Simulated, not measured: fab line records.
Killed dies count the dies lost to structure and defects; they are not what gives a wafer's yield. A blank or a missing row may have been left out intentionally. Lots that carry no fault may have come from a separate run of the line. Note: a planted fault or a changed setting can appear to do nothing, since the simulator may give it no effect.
A single fault, viewed from 2 desks | flow n5Finfet | each desk holds nothing but its own numbers, with what lay behind them at the end

## FROM THE METROLOGY DESK
Lot by lot, what the gauges showed, no matter which tool ran the lot: averages of those sampled wafers that carry a number. Marked OUT: a lot whose mean sits more than 4 standard deviations from the usual mean, which makes it out of limits; the brackets give that distance. Shown here are 7 of its 10 readings, the ones lying furthest out on some lot.
Columns: A = DIBL_N at N5_BEOL_M4_RC_MEAS_101, usual 36.0 mV/V; B = DIBL_P at N5_BEOL_M4_RC_MEAS_101, usual 36.3 mV/V; C = IOFF_N at N5_BEOL_M4_RC_MEAS_101, usual 0.16 nA/um; D = IOFF_P at N5_BEOL_M4_RC_MEAS_101, usual 0.21 nA/um; E = ION_N at N5_BEOL_M4_RC_MEAS_101, usual 673 uA/um; F = ION_P at N5_BEOL_M4_RC_MEAS_101, usual 461 uA/um; G = VT_N at N5_BEOL_M4_RC_MEAS_101, usual 250 mV
lot  | first seen here | A    | B    | C    | D    | E   | F   | G
L198 | day 9 03:07     | 33.7 | 32.4 | 0.14 | 0.19 | 667 | 461 | 249
L199 | day 9 10:52     | 35.6 | 36.1 | 0.16 | 0.19 | 673 | 462 | 250
L200 | day 10 02:00    | 34.2 | 34.7 | 0.12 | 0.17 | 666 | 457 | 254
L208 | day 11 10:07    | 34.4 | 34.0 | 0.14 | 0.19 | 677 | 463 | 251
L209 | day 11 10:08    | 36.0 | 35.2 | 0.17 | 0.23 | 675 | 464 | 248
L211 | day 12 11:57    | 33.8 | 32.7 | 0.11 | 0.15 | 651 | 448 | 257
L214 | day 12 17:22    | 36.4 | 37.0 | 0.16 | 0.21 | 673 | 462 | 251
L213 | day 12 22:46    | 36.6 | 37.5 | 0.15 | 0.22 | 674 | 466 | 253
L215 | day 12 22:59    | 35.5 | 35.1 | 0.14 | 0.19 | 670 | 459 | 253
L218 | day 14 06:26    | 38.1 | 37.2 | 0.17 | 0.22 | 680 | 461 | 249
This desk found nothing out of limits on any of the 10 lots.

## FOR THE TOOL OWNER'S DESK: aldMetal-01
The tool's own readings at N5_BEOL_M3_ALD_84 (deposits TaN, pulse time 2 s, purge time 3 s, co reactant purge time 2 s): means of the sampled wafers that have a number, for each lot that ran on this tool. Marked OUT: a lot whose mean sits more than 4 standard deviations from the usual mean, which makes it out of limits; the brackets give that distance.
Columns: A = heaterPowerW at N5_BEOL_M3_ALD_84, usual 411 W; B = mfcCarrierSccm at N5_BEOL_M3_ALD_84, usual 1500 sccm; C = precursorVesselPressureTorr at N5_BEOL_M3_ALD_84, usual 26.25 Torr
lot  | first seen here | A   | B    | C
L198 | day 8 14:10     | 379 | 1494 | 26.19
L200 | day 9 03:46     | 408 | 1494 | 26.20
L209 | day 10 18:24    | 410 | 1504 | 26.27
L208 | day 10 22:44    | 388 | 1500 | 26.29
L211 | day 11 21:18    | 394 | 1501 | 26.30
This desk found nothing out of limits on any of the 5 lots.

## TAKEN TOGETHER
From the metrology desk's view, nothing was out of limits.
The desk of the tool owner found nothing out of limits.

## WHAT THE SIMULATOR HAD PUT IN
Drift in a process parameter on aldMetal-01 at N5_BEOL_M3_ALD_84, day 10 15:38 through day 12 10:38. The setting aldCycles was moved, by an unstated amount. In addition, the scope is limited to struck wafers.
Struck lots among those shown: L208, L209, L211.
